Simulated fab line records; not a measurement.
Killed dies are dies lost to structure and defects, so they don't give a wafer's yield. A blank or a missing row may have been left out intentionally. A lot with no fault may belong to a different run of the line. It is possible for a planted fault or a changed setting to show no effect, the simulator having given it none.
Matching of chambers + flow n5Finfet + rieDiel-03 running N5_BEOL_M3_ETCH_70: 4 sister chambers
The step etches SOC in N2/H2, target depth 80 nm, overetch 16 nm, time 120 s. 16 wafers are shown with their chamber, then 8 later ones without.

## EACH WAFER AND ITS CHAMBER
| wafer  | chamber | drypumpMotorCurrentA (A) | showerheadPlenumPTorr (Torr) | rfVppV (V) |
|--------|---------|--------------------------|------------------------------|------------|
| L074.4 | 2       | 6.6                      | 2.63                         | 527.6      |
| L074.5 | 3       | 5.4                      | 2.50                         | 522.8      |
| L074.6 | 0       | 5.6                      | 2.50                         | 523.9      |
| L076.1 | 0       | 5.7                      | 2.49                         | 523.6      |
| L076.3 | 3       | 5.4                      | 2.50                         | 521.8      |
| L076.4 | 2       | 6.6                      | 2.63                         | 525.6      |
| L080.1 | 1       | 4.9                      | 2.70                         | 529.4      |
| L080.5 | 1       | 4.9                      | 2.70                         | 528.6      |
| L080.6 | 2       | 6.6                      | 2.62                         | 525.5      |
| L083.1 | 3       | 5.4                      | 2.50                         | 523.4      |
| L083.2 | 1       | 4.9                      | 2.69                         | 527.0      |
| L083.5 | 1       | 4.9                      | 2.69                         | 527.2      |
| L086.1 | 2       | 6.6                      | 2.62                         | 526.4      |
| L086.3 | 0       | 5.6                      | 2.49                         | 522.6      |
| L086.4 | 1       | 4.9                      | 2.69                         | 526.5      |
| L087.3 | 2       | 6.6                      | 2.62                         | 526.6      |

SIGNATURES (averages over the wafers above)
| reading               | chamber 0 | chamber 1 | chamber 2 | chamber 3 | scatter within a chamber |
|-----------------------|-----------|-----------|-----------|-----------|--------------------------|
| drypumpMotorCurrentA  | 5.633     | 4.900     | 6.600     | 5.400     | 0.0236                   |
| showerheadPlenumPTorr | 2.4933    | 2.6940    | 2.6240    | 2.5000    | 0.00506                  |
| rfVppV                | 523.367   | 527.740   | 526.340   | 522.667   | 0.958                    |
Rule: distance of a wafer from a chamber = root of the sum over the readings of ((wafer's reading minus chamber's mean) / reading's scatter) squared. The wafer belongs to the nearest chamber; if the next one is less than 2 further off, it can't be placed. The scatter: take each reading less its chamber's mean, square it, sum over the shown wafers, divide by the number of wafers less the number of chambers, and take the root.

## WAFERS WITHOUT THEIR CHAMBER
| wafer  | drypumpMotorCurrentA (A) | showerheadPlenumPTorr (Torr) | rfVppV (V) |
|--------|--------------------------|------------------------------|------------|
| L087.4 | 4.9                      | 2.69                         | 527.8      |
| L087.6 | 5.6                      | 2.49                         | 521.9      |
| L089.4 | 6.6                      | 2.62                         | 524.5      |
| L089.5 | 5.4                      | 2.49                         | 522.1      |
| L089.6 | 5.6                      | 2.48                         | 523.8      |
| L093.2 | 5.4                      | 2.49                         | 522.6      |
| L093.4 | 5.6                      | 2.48                         | 522.9      |
| L093.6 | 5.7                      | 2.48                         | 523.2      |

## EACH ONE'S CHAMBER
| wafer  | from the rows above | in truth |
|--------|---------------------|----------|
| L087.4 | 1                   | 1        |
| L087.6 | 0                   | 0        |
| L089.4 | 2                   | 2        |
| L089.5 | 3                   | 3        |
| L089.6 | 0                   | 0        |
| L093.2 | 3                   | 3        |
| L093.4 | 0                   | 0        |
| L093.6 | 0                   | 0        |
Correct placement for 8 of the 8. Not placeable from these rows: 0. 0 placed wrongly.
